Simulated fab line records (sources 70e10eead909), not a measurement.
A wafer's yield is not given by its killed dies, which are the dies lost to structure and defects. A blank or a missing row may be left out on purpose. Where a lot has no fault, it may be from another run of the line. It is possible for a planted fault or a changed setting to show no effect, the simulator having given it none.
Problem report in the 8D (eight disciplines) form, filled by code / flow nandHarc / the parts of the form that need people (team, actions taken, sign-off) are left out

1. THE PROBLEM
Wafers without a fault read 100.0 nm, standard deviation 0.43; cdNm at NHARC_A_CHANNEL_HOLE_D1_CD_MEAS_10 reads a mean of 82.1 nm on 9 wafers belonging to 3 lots. Measured from the usual mean, that is -42 standard deviations.
The step: target cd 100 nm.
First seen on wafer L324.1, day 12 09:34, on cdSem-03. Wafers with a number at this step in the record: 45, from 15 lots. Rule for "out" (also "out of limits"): further than 4 standard deviations from the usual mean. Any other wafer with a number is counted as sound.

2. WHAT THIS IS AND IS NOT
question=which readings at this step | is=cdNm | is not=-
question=which lots | is=L324, L327, L328 | is not=L309, L310, L311, L313, L315, L316, L318, L320, L321, L323, L330, L331
question=which wafers of those lots | is=all that have a number | is not=-
question=read on which gauges | is=cdSem-01, cdSem-03 | is not=cdSem-02
question=when | is=from day 12 09:34 | is not=up to then (30 sound wafers); but 6 sound wafers of L330, L331 came after

3. SUSPECTS, AND WHAT RULES EACH OUT
Counting: a tool at a process step up to the reading stays a suspect if it ran every lot that is out and no sound lot after the first of them.
- the gauge at NHARC_A_CHANNEL_HOLE_D1_CD_MEAS_10: ruled out. Those wafers that are out were read across 2 gauges (cdSem-01, cdSem-03).
- arfiScanner-01 at NHARC_A_CHANNEL_HOLE_D1_EXPOSE_07 (exposes mask HOLE D1, target cd 100 nm): kept. All lots that are out passed through it, beginning with L324 at day 12 09:26, and no sound lot followed; its final sound lot before that point was L323 at day 12 00:33. On those wafers its own readings are out: exposureDoseMJCm2.
Left after counting: arfiScanner-01 at NHARC_A_CHANNEL_HOLE_D1_EXPOSE_07.

4. THE CAUSE (what the simulator had put in)
Process parameters drifting: arfiScanner-01 at NHARC_A_CHANNEL_HOLE_D1_EXPOSE_07, beginning at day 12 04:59. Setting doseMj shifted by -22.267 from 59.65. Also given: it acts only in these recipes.
This tool alone remained once counting was done.

5. THE CHAIN OF EFFECTS, in route order
Each row: a reading whose mean over the struck wafers that have a number lies more than 3 standard deviations from the usual. Only readings whose record carries a usual standard deviation are examined. hours: median over the lots of the time between each lot's start at the first step of this table that gives one and its start at this step. sigmas: the change, counted in usual standard deviations.
hours=0; step=NHARC_A_CHANNEL_HOLE_D1_EXPOSE_07; reading=exposureDoseMJCm2; usual=59.59; on struck wafers=40.78; change=-18.81; sigmas=-99 or more
hours=0; step=NHARC_A_CHANNEL_HOLE_D1_CD_MEAS_10; reading=cdNm; usual=100.0 nm; on struck wafers=82.1; change=-17.9; sigmas=-42
hours=7; step=NHARC_A_CHANNEL_HOLE_D1_CD_MEAS_30; reading=cdNm; usual=89.9 nm; on struck wafers=72.3; change=-17.6; sigmas=-20
hours=7; step=NHARC_A_CHANNEL_HOLE_D1_XSEM_31; reading=botCdNm; usual=74.4 nm; on struck wafers=56.2; change=-18.2; sigmas=-17
hours=269; step=NHARC_END_WLT_00; reading=VT_DECK1_BOTTOM; usual=0.871; on struck wafers=0.812; change=-0.059; sigmas=-9.4
hours=269; step=NHARC_END_WLT_00; reading=VT_DECK1_BOTTOM_INNER; usual=0.871; on struck wafers=0.815; change=-0.056; sigmas=-9.5
hours=269; step=NHARC_END_WLT_00; reading=VT_DECK1_MEDIAN_NEAR_BOTTOM; usual=0.872; on struck wafers=0.821; change=-0.051; sigmas=-8.6
hours=269; step=NHARC_END_WLT_00; reading=VT_DECK1_MEDIAN_NEAR_BOTTOM_INNER; usual=0.871; on struck wafers=0.817; change=-0.054; sigmas=-8.2
hours=269; step=NHARC_END_WLT_00; reading=VT_DECK1_MIDDLE; usual=0.884; on struck wafers=0.837; change=-0.047; sigmas=-7.8
hours=269; step=NHARC_END_WLT_00; reading=VT_DECK1_MIDDLE_INNER; usual=0.884; on struck wafers=0.835; change=-0.049; sigmas=-8.2
hours=269; step=NHARC_END_WLT_00; reading=VT_DECK1_TOP; usual=0.896; on struck wafers=0.855; change=-0.041; sigmas=-6.2
hours=269; step=NHARC_END_WLT_00; reading=VT_DECK1_TOP_INNER; usual=0.896; on struck wafers=0.855; change=-0.041; sigmas=-6.4
It contains these process steps:
- NHARC_A_CHANNEL_HOLE_D1_EXPOSE_07: exposes mask HOLE D1, target cd 100 nm.
- NHARC_A_CHANNEL_HOLE_D1_XSEM_31
Later measuring or inspecting steps at which every struck wafer that the step has a row for has a number for every such reading, and none has moved that far: NHARC_A_CHANNEL_HOLE_D1_INSPECT_12.

6. WHAT WOULD HAVE CAUGHT IT SOONER
Counted from the fault's start at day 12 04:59, it took 5 hours until the first out-of-limits reading at a measuring or inspecting step in this record, taken at day 12 09:34.
The tool's own readings at NHARC_A_CHANNEL_HOLE_D1_EXPOSE_07 were out on every struck wafer that the step has a row for (exposureDoseMJCm2): an alarm limit on them would have fired on the first of those.
L327, L328, from the lots that are out (3), started NHARC_A_CHANNEL_HOLE_D1_EXPOSE_07 on arfiScanner-01 later than day 12 09:34. A hold on the tool at that time would have spared those 2.
